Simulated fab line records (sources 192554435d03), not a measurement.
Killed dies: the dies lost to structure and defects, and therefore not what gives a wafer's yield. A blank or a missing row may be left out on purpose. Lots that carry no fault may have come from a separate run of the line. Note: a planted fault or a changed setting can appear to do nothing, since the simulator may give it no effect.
Split-lot trial	flow n5-finfet	on a route of 1938 steps: 7 lots, 21 wafers read

THE SPLIT ITSELF
At N5_BEOL_M15_PEB_26 (peb time 90 s), the setting peb-temp-c was moved away from the recipe's 130 C on 8 of the 21 wafers read, by -2.5% to +2.7%. This setting was run at the recipe's value on the other wafers.

FROM THE SPLIT TO THE READING: what the file shows between them, 2 steps
- N5_BEOL_M15_DEVELOP_27: develop time 45 s
- N5_BEOL_M15_HARDBAKE_32: time 120 s

THE READING
cd-nm, in nm, at N5_BEOL_M15_CD_MEAS_28 (target cd 407.6 nm). Fault-free wafers of this fab line usually give 407.8 nm, standard deviation 1.3 nm.

wafer	tool, chamber at the split	peb-temp-c as run, C	against the recipe	cd-nm, nm	against lot-mates on the recipe
L077.3	litho-track-01, 0	126.8	-2.5%	390.4	-16.5
L077.4	litho-track-01, 0	130	recipe	407.0	-
L077.6	litho-track-01, 0	130	recipe	406.8	-
L074.2	litho-track-02, 0	130	recipe	407.9	-
L074.3	litho-track-02, 0	130	recipe	408.0	-
L074.4	litho-track-02, 0	130	recipe	408.0	-
L080.1	litho-track-03, 0	127	-2.3%	394.0	-15.5
L080.3	litho-track-03, 0	130	recipe	409.5	-
L080.5	litho-track-03, 0	127	-2.3%	394.1	-15.4
L082.1	litho-track-03, 0	130	recipe	408.2	-
L082.2	litho-track-03, 0	132.8	+2.2%	420.5	+12.3
L082.3	litho-track-03, 0	132.8	+2.2%	417.8	+9.6
L087.2	litho-track-01, 0	133.5	+2.7%	420.0	+14.4
L087.5	litho-track-01, 0	130	recipe	406.5	-
L087.6	litho-track-01, 0	130	recipe	404.7	-
L095.2	litho-track-03, 0	130	recipe	409.3	-
L095.4	litho-track-03, 0	130	recipe	408.8	-
L095.5	litho-track-03, 0	130	recipe	408.8	-
L096.2	litho-track-03, 0	133.1	+2.4%	421.1	+12.6
L096.4	litho-track-03, 0	133.1	+2.4%	421.5	+13.0
L096.6	litho-track-03, 0	130	recipe	408.5	-

THE FIT
A straight line over all 21 wafers: cd-nm changes by +5.7 nm for each +1% of peb-temp-c; r = +0.98; the points scatter about the line by 1.5 nm.
The same after taking each lot's own level away (the mean of its wafers on the recipe; 21 wafers): +5.87 nm for each +1%; r = +0.99; scatter 1 nm.
Per that fit: largest peb-temp-c move, reading shift of 16 nm.
Measured against the standard deviation above, the lots' own levels, which go from 405.60 to 409.50 nm, span 3.0 times it.
The two slopes agree, so the slope changes little with the lot-to-lot level.
Check: for one of the wafers moved furthest among these (+2.7%), held out of the fit, the line's prediction against its lot-mates is +15.4 nm. It came out at +14.4 nm against them.

FURTHER SPLITS ON THESE WAFERS
Before the reading, these wafers also passed through other splits. Each is held against what the fit with the lots' levels taken away leaves over:
other split on the same wafers	wafers away from the commonest value	r with cd-nm (lot level and that fit taken away)
N5_BEOL_M12_EXPOSE_07 dose-mj	8	-0.02
N5_BEOL_M14_ETCH_68 time-s	8	-0.22

THE WHOLE CHAIN: every reading that the file lists as answering this split, in the file's order
step	what it does	reading	change (the file's fit)	r (the file's)
N5_BEOL_M15_CD_MEAS_28	target cd 407.6 nm	cd-nm	+5.85 nm for each +1% of the setting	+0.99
N5_BEOL_M15_DESCUM_33	chemistry O2, time 7.9 s	BEOL_M15.cd-nm (the simulator's own value, which no gauge read)	+5.85 nm for each +1% of the setting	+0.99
N5_BEOL_M15_ETCH_61	etches BARC in N2/H2, target depth 89 nm, overetch 26.7 nm, time 67.9 s	BEOL_M15.cd-nm (the simulator's own value, which no gauge read)	+5.66 nm for each +1% of the setting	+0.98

THE FILE'S OWN FIT
cd-nm changes by +5.85 nm for each +1% of peb-temp-c, r = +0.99.
